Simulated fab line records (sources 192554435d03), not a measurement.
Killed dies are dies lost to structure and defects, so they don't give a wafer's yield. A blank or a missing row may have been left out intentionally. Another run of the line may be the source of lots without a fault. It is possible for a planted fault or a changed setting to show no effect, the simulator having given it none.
fab line records	flow n5_finfet
record lots=5	wafers=15	last_day=18
route steps=1938 shown BEOL_M2@872 BEOL_M4@1111
lots that met no fault: from a run of the same line without faults
start_h: hours from the record's first day to the start of the lot's first wafer shown	wait_h: hours since the lot's step before	" repeats the value in the row above	L1.1+2: several wafers, shown together as one row	- value missing, or start not given	* or withheld: withheld	< > ~ a bound
route shown NAME@n: a module of which the file shows steps, and the number in the route of the first	usual: mean/standard deviation taken from wafers without a fault	same: alike in all rows	chamber/n: place in a boat	sites: readings site by site	_std_site: standard deviation of those values	_edge_site: the outer-site mean with the inner-site mean subtracted	radius_mm: how far each site lies from the wafer's centre	mask NAME#n: copy n	behind: tool/chamber where the wafer was last shaped	hold: what put the lot on hold/how long, in hours/how the hold closed	device: whichever transistor did not switch (one of n, p or np)	end of line: at the end of the route, the tests of the same wafers	step lacking rows: just its recipe	killed: count of dies lost to structure and defects at first sort (not the wafer's yield)	map: dies across one wafer; x = killed, . = not, _ = none there
set.NAME: the setting as run; set.NAME@STEP: as run at that earlier step	model.NAME: the simulator's own value behind a step, which no gauge read
lots at some steps of the route; a table a step, a row a wafer
services: when a tool's chamber went out of use (start_h, in hours from the record's first day, below 0 if earlier), for how many hours, and the reason
## steps
# step N5_BEOL_M2_SOFTBAKE_23
# recipe temp_c=110	time_s=60	resist=CAR-EUV
# step N5_BEOL_M2_EXPOSE_25
# recipe mask_id=V1	na=0.33	source_shape=quasar	sigma_inner=0.2	sigma_outer=0.8	polarization=unpolarized	defocus_nm=5	dose_mj=63
# step N5_BEOL_M2_PEB_26
# recipe peb_temp_c=100	peb_time_s=60	resist=CAR-EUV
# step N5_BEOL_M2_DEVELOP_27
# recipe develop_time_s=30	developer=TMAH	resist=CAR-EUV	rinse_liquid=surfactant_rinse	dry=air_spin	dev_temp_c=23
# step N5_BEOL_M2_DESCUM_33
# recipe chemistry=O2	time_s=7	source_power_w=50	bias_power_w=20	pressure_mtorr=20	rf_frequency_hz=2.712e+07	temp_c=40	resist=CAR-EUV	o2_flow_sccm=225
# step N5_BEOL_M2_ETCH_77
# recipe chemistry=N2/H2	target=underlayer	target_depth_a=65	mask_material=CAR-EUV	time_s=5.2	ion_energy_ev=200	pressure_mtorr=30	source_w=840	bias_w=150	n2_flow_sccm=200	h2_flow_sccm=200	ends=cleared
# step N5_BEOL_M2_ETCH_69
# recipe chemistry=CF4	target=SiARC	target_depth_a=156	mask_material=CAR-EUV	time_s=26	ion_energy_ev=80	pressure_mtorr=40	source_w=545	bias_w=36	Ar_flow_sccm=100	cf4_flow_sccm=100	ends=cleared
# step N5_BEOL_M2_ALD_98
# recipe material=SiO2	target_thk_a=25	temp_c=100	ald_precursor_family=BDEAS	ald_co_reactant=O2-plasma	pulse_time_s=1	co_reactant_pulse_time_s=1	purge_time_s=2	co_reactant_purge_time_s=2	ald_cycles=17	pressure_torr=2
# step N5_BEOL_M2_ETCHBACK_99
# recipe chemistry=CHF3	target=SiO2	target_depth_a=50	time_s=10.4	source_w=215	bias_w=47	Ar_flow_sccm=200	CHF3_flow_sccm=12	ion_energy_ev=100	pressure_mtorr=30
# step N5_BEOL_M2_ETCH_70
# recipe chemistry=N2/H2	target=SOC	target_depth_a=800	overetch_a=240	mask_material=SiARC	temp_c=40	time_s=130	ion_energy_ev=200	pressure_mtorr=30	source_w=840	bias_w=150	n2_flow_sccm=200	h2_flow_sccm=200
# usual bias_w=150.0/0.43	chamber_pressure_mTorr=29.998/0.026	drypump_motor_current_A=5.7/0.47	oes_product_au=0.59/0.046	rf_vpp_V=523.4/2.6	showerhead_plenum_p_Torr=2.52/0.087	throttle_valve_pct=17.78/0.22
lot.wafer	tool	chamber	start_h	wait_h	bias_w	chamber_pressure_mTorr	drypump_motor_current_A	oes_product_au	rf_hours_counter_h	rf_vpp_V	showerhead_plenum_p_Torr	throttle_valve_pct	model.SiARC_of_BEOL_M2_COAT_68.thk_nm
L270.1	rie_diel-01	0	203.07	0.0	150.3	30.027	6.2	0.60	75	521.0	2.46	17.67	6
L270.5	"	0	"	"	150.3	30.007	6.2	0.60	-	520.6	2.46	17.67	6
L270.6	"	3	"	"	150.0	30.000	6.2	0.57	-	521.1	2.45	17.74	6
L272.2	rie_diel-01	0	220.45	0.0	149.7	29.974	6.2	0.60	80	522.8	2.45	17.68	3.4
L272.3	"	1	"	"	150.1	29.994	5.0	0.67	12	528.1	2.70	17.63	3
L272.6	"	0	"	"	149.3	30.024	6.3	0.60	-	522.0	2.45	17.68	3.2
L273.2	rie_diel-01	1	233.45	0.0	149.9	29.995	5.0	0.66	17	529.6	2.70	17.61	3
L273.4	"	3	"	"	149.2	29.999	6.2	0.56	-	519.9	2.44	17.74	3.2
L273.5	"	1	"	"	150.0	29.998	5.0	0.66	-	528.5	2.70	17.61	3
L276.1	rie_diel-01	0	256.84	0.0	150.9	30.052	6.2	0.59	94	522.3	2.45	17.69	3.2
L276.3	"	1	"	"	149.3	29.944	5.1	0.65	26	527.9	2.69	17.62	3
L276.6	"	1	"	"	149.6	29.978	5.1	0.64	-	528.4	2.69	17.64	3
L282.1	rie_diel-04	0	273.68	0.0	150.4	30.012	6.1	0.60	74	521.3	2.46	17.69	5.8
L282.4	"	3	"	"	149.8	29.988	5.5	0.59	80	525.2	2.55	17.63	5.8
L282.6	"	0	"	"	150.5	29.977	6.1	0.60	-	521.3	2.46	17.68	5.8
# step N5_BEOL_M2_STRIP_71
# recipe chemistry=N2/H2	temp_c=40	n2_flow_sccm=200	h2_flow_sccm=200	rf_frequency_hz=6e+07
# step N5_BEOL_M4_RC_MEAS_101
# usual DIBL_N=36.0/2	DIBL_P=36.2/2.2	IOFF_N=0.16/0.034	IOFF_P=0.21/0.04	ION_N=675/12	ION_P=463/7.2	SS_N=71.6/0.6	SS_P=73.3/0.67	VT_N=250/3	VT_P=-251/3.4
lot.wafer	tool	chamber	start_h	wait_h	DIBL_N[mV/V]	DIBL_P[mV/V]	IOFF_N[nA/um]	IOFF_P[nA/um]	ION_N[uA/um]	ION_P[uA/um]	SS_N[mV/dec]	SS_P[mV/dec]	VT_N[mV]	VT_P[mV]
L270.1	prober-01	0	242.60	0.0	38.7	37.5	0.16	0.20	668	454	70.9	73.9	253	-252
L270.5	"	0	"	"	40.5	39.3	0.19	0.24	679	461	71.7	74.9	249	-252
L270.6	"	0	"	"	41.2	41.1	0.22	0.26	698	466	72.2	74.8	249	-249
L272.2	prober-01	0	249.96	0.2	36.4	38.3	0.19	0.25	688	469	72.0	73.2	247	-248
L272.3	"	0	"	"	35.9	37.2	0.17	0.23	676	468	71.1	72.7	250	-248
L272.6	"	0	"	"	35.6	37.1	0.17	0.23	680	470	71.5	73.5	247	-246
L273.2	prober-02	0	269.01	0.2	33.2	33.3	0.11	0.18	672	471	71.9	72.3	255	-252
L273.4	"	0	"	"	33.6	34.0	0.11	0.18	659	464	70.6	72.9	254	-250
L273.5	"	0	"	"	34.7	34.8	0.13	0.19	663	464	71.6	73.6	253	-254
L276.1	prober-02	0	279.72	0.0	32.4	32.5	0.10	0.16	649	453	70.5	71.9	257	-255
L276.3	"	0	"	"	36.2	36.1	0.16	0.20	675	463	71.2	72.9	252	-252
L276.6	"	0	"	"	36.1	35.8	0.14	0.19	668	459	71.6	73.3	253	-252
L282.1	prober-01	0	316.99	0.0	34.8	34.2	0.13	0.17	674	461	71.5	73.4	254	-253
L282.4	"	0	"	"	34.8	34.1	0.13	0.18	665	458	71.5	73.5	253	-253
L282.6	"	0	"	"	36.5	36.2	0.16	0.20	680	463	71.9	74.2	252	-252
## services
tool	chamber	start_h	hours	kind
rie_diel-01	-	196.61	0.9	repair
rie_diel-04	3	198.02	17.3	repair
rie_diel-04	1	221.06	3.8	repair
rie_diel-01	2	231.74	9.0	repair
## key
first_sign none at tools or gauges
model_effect step=N5_BEOL_M2_ETCH_70	value=SiARC_of_BEOL_M2_COAT_68.thk_nm	without=5.711	struck=3.111
met_at N5_BEOL_M2_ETCH_70
struck_wafers L272.2,L272.3,L272.6,L273.2,L273.4,L273.5,L276.1,L276.3,L276.6
onset_between 203.07 220.45
fault kind=process_parameter_drift	tool=rie_diel-01	chamber=-	onset_h=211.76	steps=N5_BEOL_M2_ETCH_70	channel=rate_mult	offset=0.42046	shape=step	end_h=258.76
